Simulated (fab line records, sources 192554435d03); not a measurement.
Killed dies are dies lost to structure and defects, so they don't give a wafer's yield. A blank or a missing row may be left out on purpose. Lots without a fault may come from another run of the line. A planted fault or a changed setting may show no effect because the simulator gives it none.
Chamber matching | flow n5_finfet | N5_BEOL_M4_ETCH_70 on rie_diel-04: 4 sister chambers
The step etches SOC in N2/H2, target depth 80 nm, overetch 24 nm, time 130 s. 7 wafers are shown with their chamber, then 7 later ones without.

WAFERS WITH THEIR CHAMBER
wafer  | chamber | showerhead_plenum_p_Torr (Torr) | drypump_motor_current_A (A)
L082.5 | 0       | 2.48                            | 5.3
L082.6 | 1       | 2.70                            | 5.0
L084.2 | 3       | 2.70                            | 6.1
L084.3 | 2       | 2.55                            | 6.1
L084.5 | 0       | 2.47                            | 5.3
L089.3 | 1       | 2.70                            | 5.1
L089.4 | 2       | 2.55                            | 6.1

WAFERS WITHOUT THEIR CHAMBER
wafer  | showerhead_plenum_p_Torr (Torr) | drypump_motor_current_A (A)
L089.6 | 2.47                            | 5.3
L091.2 | 2.47                            | 5.3
L091.3 | 2.54                            | 6.1
L091.4 | 2.70                            | 6.0
L096.2 | 2.69                            | 6.1
L096.4 | 2.69                            | 5.1
L096.6 | 2.69                            | 6.1

WHICH CHAMBER EACH WENT THROUGH
wafer  | from the rows above | in truth
L089.6 | 0                   | 0
L091.2 | 0                   | 0
L091.3 | 2                   | 2
L091.4 | 3                   | 3
L096.2 | 3                   | 3
L096.4 | 1                   | 1
L096.6 | 3                   | 3
Placed correctly: 7 of 7. Can't be placed from these rows: 0. Placed wrongly: 0.
How it was worked out, from the rows above alone: a wafer's distance from a chamber is the root of the sum, over the readings, of the square of ((its reading less the chamber's mean) divided by the reading's scatter). The wafer belongs to the nearest chamber; if the next one is less than 2 further off, it can't be placed. A chamber's mean is the mean of its shown wafers. The scatter: the root of (the sum of the squares of (reading less its chamber's mean) over the shown wafers, divided by (wafers less chambers)).
